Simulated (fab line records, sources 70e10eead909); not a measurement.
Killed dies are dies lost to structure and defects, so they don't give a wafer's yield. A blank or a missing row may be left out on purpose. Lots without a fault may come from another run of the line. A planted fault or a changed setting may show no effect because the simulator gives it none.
A struck lot beside a sound one | flow nand_harc | 14 steps out of a route of 1159
Sound: wafers L685.2, L685.4, L685.6. Struck: wafers L699.1, L699.5, L699.6. The cause comes at the end.
At each step with rows: each side's tool, then ch and its chambers, then its first start. Under that, the readings that differ: sound wafers | struck wafers | difference of the means | sigmas: that difference in standard deviations of wafers without a fault.
alike: readings whose means differ by less than 2 such deviations, and words and numbers that are the same on both sides. not compared: withheld readings, readings that some wafer has no value for, bounds like >300 that may hide the same value, and numbers for which the record gives no deviation and whose values overlap.
The two part at a step that has a row with sigmas, a row that says differs or no value, or rows on one side only. Numbers that don't overlap but have no deviation are shown without sigmas and don't part them. A reading that every wafer of one side lacks parts them only if that side has two wafers or more.

first, 4 steps without rows for these wafers: NHARC_A_CONTACT_EBR_04; NHARC_A_CONTACT_EXPOSE_05 (exposes mask A CC); NHARC_A_CONTACT_PEB_06 (peb time 65 s); NHARC_A_CONTACT_DEVELOP_07 (develop time 35 s).
NHARC_A_CONTACT_CD_MEAS_08: target cd 100 nm.
  sound on cd_sem-03 ch 0, day 19 03:40; struck on cd_sem-02 ch 0, day 21 15:23
  alike: cd_nm
NHARC_A_CONTACT_OVL_MEAS_09:
  sound on overlay-01, day 19 03:45; struck on overlay-02, day 21 15:29
  alike: overlay_x_nm, overlay_y_nm
NHARC_A_CONTACT_INSPECT_10:
  sound on defect_inspect-01, day 19 03:47; struck on defect_inspect-02, day 21 15:31
  reading          | sound  | struck   | difference | sigmas
  raw_defect_count | 13 9 7 | 59 63 45 | +46        | +3
NHARC_A_CONTACT_DESCUM_13: chemistry O2, time 3 s.
  sound on rie_diel-11 ch 1,2,3, day 19 03:58; struck on rie_diel-11 ch 0,3, day 21 15:35
  alike: drypump_motor_current_A, oes_product_au, rf_vpp_V, showerhead_plenum_p_Torr, throttle_valve_pct
  not compared: rf_hours_counter_h
NHARC_A_CONTACT_ETCH_88: etches the open film in CF4, target depth 39 nm, time 65 s.
  sound on rie_diel-11 ch 2,3, day 19 04:10; struck on rie_diel-11 ch 2,3, day 21 15:46
  alike: bias_w, cf4_flow_sccm, drypump_motor_current_A, oes_product_au, rf_vpp_V, showerhead_plenum_p_Torr, throttle_valve_pct
  not compared: rf_hours_counter_h
NHARC_A_CONTACT_ETCH_89: etches the open film in N2/H2, target depth 260 nm, time 475.3 s.
  sound on rie_diel-11 ch 1,3; struck on rie_diel-11 ch 2,3
  reading    | sound             | struck            | difference | sigmas
  bias_w (W) | 149.8 149.5 148.9 | 150.6 150.5 150.4 | +1.1       | +2
  alike: chamber_pressure_mTorr, drypump_motor_current_A, oes_product_au, rf_vpp_V, showerhead_plenum_p_Torr, throttle_valve_pct
  not compared: rf_hours_counter_h
then, 1 step without rows for these wafers: NHARC_A_CONTACT_ETCH_30 (etches the open film in CF4/CHF3, target depth 60.5 nm, time 30.2 s).
NHARC_A_CONTACT_ETCH_31: etches the open film in O2/COS, target depth 2000 nm, time 520 s.
  sound on rie_diel-11 ch 1,3; struck on rie_diel-11 ch 0,1,2
  alike: bias_w, chamber_pressure_mTorr, drypump_motor_current_A, oes_product_au, rf_vpp_V, showerhead_plenum_p_Torr, throttle_valve_pct
  not compared: rf_hours_counter_h
NHARC_A_CONTACT_ETCH_134: etches the open film in C4F8/O2/Ar, time 140 s, target depth 700 nm.
  sound on har_cap_etch-03 ch 0, day 19 06:07; struck on har_cap_etch-03 ch 0,1, day 21 17:10
  no value came back on the struck wafers for chamber_pressure_mTorr (mTorr), oes_air_line_au (a.u.); on the sound wafers chamber_pressure_mTorr (mTorr) reads 20.011 19.994 20.028
  not compared: rf_hours_counter_h
NHARC_A_CONTACT_ETCH_135: etches the open film in C4F8/O2/Ar, time 132 s, target depth 1287 nm.
  sound on har_cap_etch-03 ch 0, day 19 06:18; struck on har_cap_etch-03 ch 0,1, day 21 17:22
  alike: chamber_pressure_mTorr, oes_air_line_au
  not compared: rf_hours_counter_h

WHERE THEY PART
First at NHARC_A_CONTACT_INSPECT_10; last, within this record, at NHARC_A_CONTACT_ETCH_134. Later steps at which nothing parts them and some readings are alike: NHARC_A_CONTACT_ETCH_135.

WHY: what the simulator had put in
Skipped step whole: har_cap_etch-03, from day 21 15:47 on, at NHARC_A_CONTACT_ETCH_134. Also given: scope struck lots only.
